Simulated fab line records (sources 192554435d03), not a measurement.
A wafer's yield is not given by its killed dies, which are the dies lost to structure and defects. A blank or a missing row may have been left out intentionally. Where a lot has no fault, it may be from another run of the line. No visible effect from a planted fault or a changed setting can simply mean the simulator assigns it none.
Which tool did it? | flow n5_finfet | 21 lots, 63 wafers sampled, at 6 steps of a route of 1938

## WHAT THE GAUGES SHOWED, per wafer
N5_SD_EPI_N_CD_MEAS_09: target cd 120 nm.
lot  | measured    | on        | cd_nm (nm)
L074 | day 3 02:42 | cd_sem-01 | 119.3 119.6 119.6
L075 | day 3 08:40 | cd_sem-03 | 121.6 119.8 120.2
L076 | day 3 14:13 | cd_sem-03 | 118.2 120.9 118.4
L077 | day 3 18:33 | cd_sem-01 | 119.5 120.3 118.3
L078 | day 4 04:53 | cd_sem-01 | 119.7 120.3 118.5
L079 | day 4 06:54 | cd_sem-01 | 119.8 119.7 119.4
L080 | day 5 01:07 | cd_sem-02 | 119.1 118.7 121.0
L082 | day 5 02:42 | cd_sem-01 | 119.7 121.5 119.9
L083 | day 5 10:37 | cd_sem-03 | 118.4 119.5 120.4
L084 | day 5 16:50 | cd_sem-03 | 120.6 119.3 119.0
L085 | day 5 20:09 | cd_sem-03 | 119.6 119.5 119.6
L086 | day 6 04:04 | cd_sem-02 | 118.9 119.9 118.3
L087 | day 6 07:24 | cd_sem-02 | 120.8 120.0 120.2
L089 | day 6 19:05 | cd_sem-03 | 120.6 118.9 119.5
L090 | day 6 23:50 | cd_sem-03 | 118.5 120.6 120.4
L091 | day 7 10:58 | cd_sem-02 | 119.5 121.6 120.9
L092 | day 7 15:58 | cd_sem-02 | 120.5 120.2 120.2
L093 | day 7 19:04 | cd_sem-01 | 119.8 119.8 119.7
L095 | day 8 04:52 | cd_sem-01 | 120.9 120.7 119.4
L096 | day 8 14:47 | cd_sem-01 | 120.9 121.1 120.5
L097 | day 8 20:50 | cd_sem-01 | 119.0 120.3 120.7

N5_SD_EPI_P_EPI_MEAS_23.
lot  | measured    | on            | thk_nm (nm)
L074 | day 3 10:38 | film_metro-01 | 62.3 59.8 61.1
L075 | day 3 17:17 | film_metro-01 | 59.8 60.6 62.9
L076 | day 3 22:33 | film_metro-01 | 59.6 59.7 61.1
L077 | day 4 03:23 | film_metro-01 | 60.8 59.5 59.2
L078 | day 4 13:17 | film_metro-01 | 61.6 61.4 62.5
L079 | day 4 15:05 | film_metro-02 | 60.6 59.8 62.6
L080 | day 5 09:10 | film_metro-01 | 60.7 59.9 59.4
L082 | day 5 10:44 | film_metro-02 | 60.0 60.1 59.1
L083 | day 5 20:17 | film_metro-02 | 61.8 59.6 60.2
L084 | day 6 05:02 | film_metro-01 | 61.5 60.2 61.7
L085 | day 6 05:10 | film_metro-01 | 62.8 59.7 57.2
L086 | day 6 13:58 | film_metro-01 | 60.6 59.9 59.9
L087 | day 6 15:39 | film_metro-02 | 61.9 60.4 61.2
L089 | day 7 05:22 | film_metro-02 | 61.5 59.1 60.6
L090 | day 7 09:38 | film_metro-02 | 60.8 62.4 61.7
L091 | day 7 19:47 | film_metro-02 | 61.0 61.5 60.9
L092 | day 8 01:41 | film_metro-02 | 58.4 61.0 60.8
L093 | day 8 06:01 | film_metro-02 | 60.5 61.8 60.9
L095 | day 8 16:03 | film_metro-01 | 59.8 61.4 60.4
L096 | day 9 01:37 | film_metro-02 | 58.4 59.8 59.0
L097 | day 9 08:17 | film_metro-01 | 60.0 58.7 61.4

N5_ILD0_THK_MEAS_08.
lot  | measured    | on            | thk_nm (nm)
L074 | day 3 15:36 | film_metro-01 | 137.8 140.3 138.1
L075 | day 3 21:16 | film_metro-02 | 139.3 139.0 140.0
L076 | day 4 02:39 | film_metro-01 | 140.3 140.5 139.1
L077 | day 4 07:34 | film_metro-02 | 139.6 138.4 139.3
L078 | day 4 18:14 | film_metro-02 | 139.7 140.4 138.8
L079 | day 4 19:25 | film_metro-01 | 139.0 138.5 139.3
L080 | day 5 13:15 | film_metro-01 | 140.0 138.6 138.8
L082 | day 5 14:41 | film_metro-01 | 140.1 140.7 138.5
L083 | day 6 00:14 | film_metro-02 | 137.8 138.5 138.0
L084 | day 6 09:59 | film_metro-01 | 139.3 139.0 138.4
L085 | day 6 10:13 | film_metro-01 | 138.6 139.1 138.9
L086 | day 6 18:11 | film_metro-01 | 139.0 138.4 139.9
L087 | day 6 19:38 | film_metro-01 | 138.8 141.9 139.4
L089 | day 7 09:38 | film_metro-01 | 139.9 138.7 140.0
L090 | day 7 13:57 | film_metro-01 | 138.9 139.7 141.2
L091 | day 7 23:44 | film_metro-01 | 141.4 138.9 140.7
L092 | day 8 05:38 | film_metro-02 | 139.7 140.3 140.8
L093 | day 8 10:08 | film_metro-01 | 139.4 140.6 138.8
L095 | day 8 20:07 | film_metro-01 | 138.9 138.6 139.4
L096 | day 9 05:56 | film_metro-01 | 140.7 139.8 140.5
L097 | day 9 12:20 | film_metro-01 | 140.0 139.2 138.2

## TOOL THAT RAN EACH LOT (tool first, then ch and the chambers of the sampled wafers, then the start)
lot  | N5_SD_EPI_P_DESCUM_14             | N5_SD_EPI_P_ETCH_36               | N5_SD_EPI_P_ETCH_16
L074 | rie_diel-03 ch 0,1,2, day 3 07:06 | rie_diel-03 ch 0,1,2, day 3 07:08 | rie_diel-03 ch 0,1,2, day 3 07:43
L075 | rie_diel-05 ch 0,3, day 3 13:45   | rie_diel-05 ch 0,3, day 3 13:47   | rie_diel-05 ch 0,3, day 3 14:22
L076 | rie_diel-05 ch 2,3, day 3 18:59   | rie_diel-05 ch 2,3, day 3 19:02   | rie_diel-05 ch 2,3, day 3 19:37
L077 | rie_diel-01 ch 1,2, day 3 23:49   | rie_diel-01 ch 1,2, day 3 23:50   | rie_diel-01 ch 1,2, day 4 00:25
L078 | rie_diel-05 ch 0,1,2, day 4 09:44 | rie_diel-05 ch 0,1,2, day 4 09:47 | rie_diel-05 ch 0,1,2, day 4 10:22
L079 | rie_diel-03 ch 0,1,2, day 4 11:31 | rie_diel-03 ch 0,1,2, day 4 11:34 | rie_diel-03 ch 0,1,2, day 4 12:08
L080 | rie_diel-01 ch 2,3, day 5 05:37   | rie_diel-01 ch 2,3, day 5 05:40   | rie_diel-01 ch 2,3, day 5 06:14
L082 | rie_diel-01 ch 0,1, day 5 07:11   | rie_diel-01 ch 0,1, day 5 07:13   | rie_diel-01 ch 0,1, day 5 07:48
L083 | rie_diel-01 ch 0,2, day 5 15:55   | rie_diel-01 ch 0,2, day 5 15:56   | rie_diel-01 ch 0,2, day 5 16:31
L084 | rie_diel-03 ch 0,1, day 6 00:36   | rie_diel-03 ch 0,1, day 6 00:38   | rie_diel-03 ch 0,1, day 6 01:13
L085 | rie_diel-01 ch 1,2,3, day 6 00:46 | rie_diel-01 ch 1,2,3, day 6 00:47 | rie_diel-01 ch 1,2,3, day 6 01:22
L086 | rie_diel-05 ch 0,2,3, day 6 09:35 | rie_diel-05 ch 0,2,3, day 6 09:37 | rie_diel-05 ch 0,2,3, day 6 10:12
L087 | rie_diel-05 ch 1,2, day 6 12:04   | rie_diel-05 ch 1,2, day 6 12:06   | rie_diel-05 ch 1,2, day 6 12:41
L089 | rie_diel-05 ch 0,1,2, day 7 00:41 | rie_diel-05 ch 0,1,2, day 7 00:43 | rie_diel-05 ch 0,1,2, day 7 01:17
L090 | rie_diel-01 ch 0,1, day 7 06:04   | rie_diel-01 ch 0,1, day 7 06:06   | rie_diel-01 ch 0,1, day 7 06:41
L091 | rie_diel-05 ch 0,1,2, day 7 16:14 | rie_diel-05 ch 0,1,2, day 7 16:16 | rie_diel-05 ch 0,1,2, day 7 16:51
L092 | rie_diel-05 ch 0,1,2, day 7 21:17 | rie_diel-05 ch 0,1,2, day 7 21:19 | rie_diel-05 ch 0,1,2, day 7 21:53
L093 | rie_diel-03 ch 0,1,2, day 8 00:11 | rie_diel-03 ch 0,1,2, day 8 00:13 | rie_diel-03 ch 0,1,2, day 8 00:48
L095 | rie_diel-05 ch 0,1,2, day 8 11:39 | rie_diel-05 ch 0,1,2, day 8 11:41 | rie_diel-05 ch 0,1,2, day 8 12:16
L096 | rie_diel-01 ch 1,2,3, day 8 21:14 | rie_diel-01 ch 1,2,3, day 8 21:16 | rie_diel-01 ch 1,2,3, day 8 21:50
L097 | rie_diel-05 ch 2,3, day 9 03:44   | rie_diel-05 ch 2,3, day 9 03:46   | rie_diel-05 ch 2,3, day 9 04:21
- N5_SD_EPI_P_DESCUM_14: chemistry O2, time 7.9 s.
- N5_SD_EPI_P_ETCH_36: etches SiARC in CF4, target depth 45.5 nm, time 75.8 s.
- N5_SD_EPI_P_ETCH_16: etches SiO2 in CHF3/O2, target depth 5 nm.

## AS READ BY THE TOOLS THEMSELVES (means over the sampled wafers that have a number; for cases with no such wafer, the mark the record gives instead)
N5_SD_EPI_P_DESCUM_14.
lot  | tool        | chamber_pressure_mTorr (mTorr) | drypump_motor_current_A (A) | o2_flow_sccm (sccm) | oes_product_au (a.u.) | rf_fwd_power_W (W) | rf_vpp_V (V) | showerhead_plenum_p_Torr (Torr) | throttle_valve_pct (%)
L074 | rie_diel-03 | 19.989                         | 5.5                         | 225.3               | 0.72                  | 49.49              | 242.0        | 2.07                            | 20.63
L075 | rie_diel-05 | 19.995                         | 5.8                         | 224.4               | 0.72                  | 49.54              | 243.7        | 2.11                            | 20.46
L076 | rie_diel-05 | 19.999                         | 5.6                         | 224.5               | 0.85                  | 49.50              | 243.7        | 2.13                            | 20.05
L077 | rie_diel-01 | 19.984                         | 5.6                         | 225.1               | 0.88                  | 49.26              | 241.8        | 2.03                            | 20.29
L078 | rie_diel-05 | 20.006                         | 5.8                         | 225.0               | 0.87                  | 49.43              | 242.8        | 2.09                            | 20.11
L079 | rie_diel-03 | 19.976                         | 5.5                         | 224.9               | 0.83                  | 49.47              | 242.6        | 2.06                            | 20.47
L080 | rie_diel-01 | 19.982                         | 5.8                         | 225.5               | 0.88                  | 49.43              | 242.0        | 2.03                            | 20.18
L082 | rie_diel-01 | 19.985                         | 5.9                         | 224.6               | 0.73                  | 49.31              | 242.7        | 2.07                            | 20.58
L083 | rie_diel-01 | 20.001                         | 5.7                         | 225.3               | 0.87                  | 49.48              | 242.7        | 2.07                            | 20.38
L084 | rie_diel-03 | 20.025                         | 6.0                         | 224.7               | 0.79                  | 49.65              | 241.8        | 2.05                            | 20.43
L085 | rie_diel-01 | 20.016                         | 5.9                         | 225.6               | 0.80                  | 49.41              | 240.8        | 2.01                            | 20.27
L086 | rie_diel-05 | 19.997                         | 5.9                         | 225.5               | 0.89                  | 49.40              | 243.6        | 2.09                            | 20.23
L087 | rie_diel-05 | 20.013                         | 5.6                         | 225.2               | 0.89                  | 49.43              | 243.5        | 2.12                            | 19.92
L089 | rie_diel-05 | 20.015                         | 5.8                         | 225.7               | 0.84                  | 49.20              | 242.9        | 2.08                            | 20.13
L090 | rie_diel-01 | 20.011                         | 5.9                         | 225.5               | 0.72                  | 49.55              | 243.2        | 2.06                            | 20.60
L091 | rie_diel-05 | 20.013                         | 5.8                         | 224.6               | 0.83                  | 49.40              | 243.1        | 2.08                            | 20.15
L092 | rie_diel-05 | 20.010                         | 5.8                         | 225.0               | 0.83                  | 49.39              | 242.6        | 2.08                            | 20.14
L093 | rie_diel-03 | 20.011                         | 5.5                         | 224.3               | 0.78                  | 49.52              | 242.3        | 2.06                            | 20.50
L095 | rie_diel-05 | 19.980                         | 5.8                         | 224.8               | 0.82                  | 49.25              | 243.5        | 2.08                            | 20.15
L096 | rie_diel-01 | 19.988                         | 5.9                         | 224.8               | 0.77                  | 49.41              | 241.9        | 2.00                            | 20.30
L097 | rie_diel-05 | 20.014                         | 5.6                         | 224.6               | 0.92                  | 49.54              | 243.1        | 2.12                            | 20.19

N5_SD_EPI_P_ETCH_36.
lot  | tool        | chamber_pressure_mTorr (mTorr) | drypump_motor_current_A (A) | etch_rf_on_time_s (s) | oes_product_au (a.u.) | rf_fwd_power_W (W) | rf_vpp_V (V) | showerhead_plenum_p_Torr (Torr) | throttle_valve_pct (%)
L074 | rie_diel-03 | 40.01                          | 5.5                         | 75.2                  | 0.62                  | 541.6              | 183.6        | 2.14                            | 15.92
L075 | rie_diel-05 | 40.02                          | 5.8                         | 74.0                  | 0.63                  | 539.4              | 184.3        | 2.16                            | 15.78
L076 | rie_diel-05 | 39.99                          | 5.7                         | 76.0                  | 0.73                  | 540.1              | 184.0        | 2.18                            | 15.29
L077 | rie_diel-01 | 39.97                          | 5.6                         | 74.6                  | 0.76                  | 540.8              | 183.6        | 2.08                            | 15.42
L078 | rie_diel-05 | 39.99                          | 5.9                         | 76.4                  | 0.75                  | 539.0              | 184.5        | 2.14                            | 15.29
L079 | rie_diel-03 | 39.97                          | 5.5                         | 73.8                  | 0.71                  | 540.3              | 183.8        | 2.14                            | 15.75
L080 | rie_diel-01 | 39.98                          | 5.8                         | 75.8                  | 0.75                  | 541.3              | 183.6        | 2.09                            | 15.39
L082 | rie_diel-01 | 39.99                          | 5.9                         | 77.2                  | 0.63                  | 540.5              | 183.9        | 2.11                            | 15.66
L083 | rie_diel-01 | 40.00                          | 5.7                         | 75.4                  | 0.74                  | 538.8              | 184.4        | 2.11                            | 15.43
L084 | rie_diel-03 | 40.02                          | 5.9                         | 75.1                  | 0.67                  | 542.3              | 183.9        | 2.14                            | 15.84
L085 | rie_diel-01 | 39.99                          | 5.9                         | 77.3                  | 0.66                  | 539.1              | 182.7        | 2.07                            | 15.52
L086 | rie_diel-05 | 40.01                          | 5.9                         | 73.6                  | 0.77                  | 540.1              | 184.0        | 2.15                            | 15.38
L087 | rie_diel-05 | 40.04                          | 5.6                         | 76.8                  | 0.75                  | 539.2              | 185.2        | 2.17                            | 15.12
L089 | rie_diel-05 | 40.01                          | 5.8                         | 76.5                  | 0.72                  | 540.5              | 184.2        | 2.14                            | 15.33
L090 | rie_diel-01 | 40.02                          | 5.9                         | 77.5                  | 0.62                  | 541.4              | 183.6        | 2.10                            | 15.68
L091 | rie_diel-05 | 39.98                          | 5.8                         | 76.7                  | 0.71                  | 539.9              | 184.7        | 2.14                            | 15.35
L092 | rie_diel-05 | 40.00                          | 5.8                         | 76.1                  | 0.71                  | 539.6              | 184.6        | 2.14                            | 15.34
L093 | rie_diel-03 | 40.00                          | 5.5                         | 73.7                  | 0.67                  | 540.3              | 184.6        | 2.13                            | 15.82
L095 | rie_diel-05 | 40.04                          | 5.8                         | 75.7                  | 0.71                  | 539.6              | 184.1        | 2.13                            | 15.36
L096 | rie_diel-01 | 40.01                          | 5.9                         | 76.1                  | 0.65                  | 541.7              | 183.2        | 2.06                            | 15.56
L097 | rie_diel-05 | 39.99                          | 5.5                         | 72.6                  | 0.80                  | 539.6              | 184.5        | 2.18                            | 15.35

N5_SD_EPI_P_ETCH_16.
lot  | tool        | chamber_pressure_mTorr (mTorr) | drypump_motor_current_A (A) | oes_f_703_au (a.u.) | oes_product_au (a.u.) | rf_fwd_power_W (W) | rf_vpp_V (V) | showerhead_plenum_p_Torr (Torr) | throttle_valve_pct (%)
L074 | rie_diel-03 | 30.010                         | 5.5                         | 0.73                | 0.72                  | 644.6              | 522          | 2.40                            | 19.16
L075 | rie_diel-05 | 30.008                         | 5.8                         | 0.77                | 0.73                  | 644.5              | 514          | 2.43                            | 18.99
L076 | rie_diel-05 | 30.004                         | 5.6                         | 0.85                | 0.85                  | 645.7              | 529          | 2.45                            | 18.57
L077 | rie_diel-01 | 30.005                         | 5.6                         | 0.88                | 0.88                  | 642.1              | 517          | 2.34                            | 18.77
L078 | rie_diel-05 | 29.994                         | 5.8                         | 0.87                | 0.86                  | 644.9              | 516          | 2.42                            | 18.60
L079 | rie_diel-03 | 30.004                         | 5.5                         | 0.82                | 0.81                  | 646.9              | 523          | 2.40                            | 19.03
L080 | rie_diel-01 | 30.020                         | 5.8                         | 0.88                | 0.87                  | 641.4              | 509          | 2.35                            | 18.71
L082 | rie_diel-01 | 30.007                         | 5.9                         | 0.74                | 0.73                  | 640.6              | 533          | 2.37                            | 18.94
L083 | rie_diel-01 | 30.021                         | 5.7                         | 0.87                | 0.87                  | 642.2              | 526          | 2.38                            | 18.78
L084 | rie_diel-03 | 29.993                         | 6.0                         | 0.78                | 0.78                  | 646.0              | 513          | 2.39                            | 19.09
L085 | rie_diel-01 | 29.998                         | 5.9                         | 0.81                | 0.78                  | 643.9              | 507          | 2.33                            | 18.80
L086 | rie_diel-05 | 29.986                         | 5.9                         | 0.91                | 0.89                  | 643.2              | 516          | 2.41                            | 18.70
L087 | rie_diel-05 | 29.973                         | 5.6                         | 0.86                | 0.87                  | 645.5              | 528          | 2.45                            | 18.44
L089 | rie_diel-05 | 29.997                         | 5.8                         | 0.84                | 0.84                  | 643.7              | 516          | 2.41                            | 18.65
L090 | rie_diel-01 | 29.993                         | 5.9                         | 0.73                | 0.73                  | 642.0              | 532          | 2.37                            | 18.96
L091 | rie_diel-05 | 29.999                         | 5.8                         | 0.83                | 0.83                  | 644.0              | 515          | 2.41                            | 18.66
L092 | rie_diel-05 | 29.988                         | 5.9                         | 0.83                | 0.82                  | 643.4              | 516          | 2.41                            | 18.66
L093 | rie_diel-03 | 29.989                         | 5.5                         | 0.78                | 0.78                  | 644.1              | 521          | 2.39                            | 19.06
L095 | rie_diel-05 | 29.986                         | 5.8                         | 0.82                | 0.82                  | 643.6              | 516          | 2.40                            | 18.66
L096 | rie_diel-01 | 30.004                         | 5.9                         | 0.78                | 0.76                  | 644.7              | 506          | 2.32                            | 18.84
L097 | rie_diel-05 | 30.005                         | 5.6                         | 0.94                | 0.93                  | 642.4              | 526          | 2.45                            | 18.66

## THE ANSWER, worked out from the rows above alone
Rule: the lots themselves supply what counts as usual. The widest of any qualifying gaps counts: lots, ordered by their means at a reading, are off when they make up no more than a third of the lots, leave a main group of 4 or more, and stand apart from it by 3 or more times the standard deviation of that group's means. The tables above print the reading to a certain number of digits; a main group whose means all agree to those digits is not used. Also off: a lot with no number at a reading for which 4 or more lots have one. All remaining lots with rows at the step are treated as sound. Order of review: gauges by route order, followed by the tools' own readings, for which a lot's mean as printed above is used. At the first step where some lot is off, the reading lying furthest off is the one used; lots without a number count as furthest.
No lot is off on any of the readings shown, so nothing can be concluded from this.

## WHAT THE SIMULATOR HAD INSERTED
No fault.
